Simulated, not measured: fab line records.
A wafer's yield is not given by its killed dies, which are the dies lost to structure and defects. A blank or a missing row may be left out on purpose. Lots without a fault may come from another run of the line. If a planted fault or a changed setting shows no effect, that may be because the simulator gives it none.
Matching of chambers | flow nand_harc | 4 sister chambers for NHARC_A_STAIRCASE_DESCUM_11 on rie_diel-13
The step chemistry O2, time 3 s. 14 wafers are shown with their chamber, then 7 later ones without.

## WAFERS PAIRED WITH THEIR CHAMBERS
wafer  | chamber | showerhead_plenum_p_Torr (Torr) | oes_product_au (a.u.) | rf_vpp_V (V)
L074.1 | 0       | 1.76                            | 0.987                 | 57.2
L074.5 | 0       | 1.76                            | 1.000                 | 56.6
L074.6 | 3       | 1.89                            | 0.987                 | 58.1
L082.1 | 0       | 2.08                            | 0.993                 | 58.1
L082.4 | 3       | 1.89                            | 0.988                 | 58.0
L082.6 | 1       | 1.80                            | 1.004                 | 57.1
L081.2 | 2       | 2.05                            | 0.991                 | 59.0
L081.3 | 3       | 1.89                            | 0.994                 | 59.1
L081.6 | 2       | 2.05                            | 0.992                 | 57.9
L083.1 | 3       | 1.89                            | 0.984                 | 58.4
L083.2 | 1       | 1.80                            | 0.998                 | 56.4
L083.6 | 3       | 1.89                            | 0.995                 | 57.6
L092.3 | 2       | 2.05                            | 0.995                 | 59.3
L092.4 | 0       | 2.07                            | 0.992                 | 60.0

SIGNATURES (means of the wafers above)
reading                  | chamber 0 | chamber 1 | chamber 2 | chamber 3 | scatter within a chamber
showerhead_plenum_p_Torr | 1.9175    | 1.8000    | 2.0500    | 1.8900    | 0.0996
oes_product_au           | 0.99300   | 1.00100   | 0.99267   | 0.98960   | 0.00449
rf_vpp_V                 | 57.975    | 56.750    | 58.733    | 58.240    | 0.959
Rule: for a wafer and a chamber, the distance is found by dividing, reading by reading, the gap between the wafer's reading and the chamber's mean by the reading's scatter, squaring, summing and taking the root. The wafer belongs to the nearest chamber; if the next one is less than 2 further off, it can't be placed. How the scatter is found: for the shown wafers, subtract from each reading the mean of its chamber, square and add these, divide the total by (wafers less chambers), then take the root.

## WAFERS WHOSE CHAMBER IS MISSING
wafer  | showerhead_plenum_p_Torr (Torr) | oes_product_au (a.u.) | rf_vpp_V (V)
L092.6 | 1.79                            | 1.009                 | 58.2
L093.2 | 2.07                            | 0.977                 | 59.0
L093.3 | 1.88                            | 0.989                 | 57.5
L093.4 | 1.79                            | 1.008                 | 56.8
L097.3 | 2.06                            | 0.977                 | 58.3
L097.4 | 1.88                            | 1.009                 | 57.5
L097.6 | 1.79                            | 1.008                 | 58.0

## WHICH CHAMBER EACH WENT THROUGH
wafer  | from the rows above          | in truth
L092.6 | can't be placed: 1 or 0      | 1
L093.2 | can't be placed: 3 or 2 or 0 | 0
L093.3 | can't be placed: 3 or 0 or 2 | 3
L093.4 | 1                            | 1
L097.3 | can't be placed: 3 or 2 or 0 | 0
L097.4 | can't be placed: 1 or 0      | 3
L097.6 | can't be placed: 1 or 0      | 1
Correct placement for 1 of the 7. From these rows, 6 cannot be placed; in 5 the true chamber is one of the candidates. 0 placed wrongly.
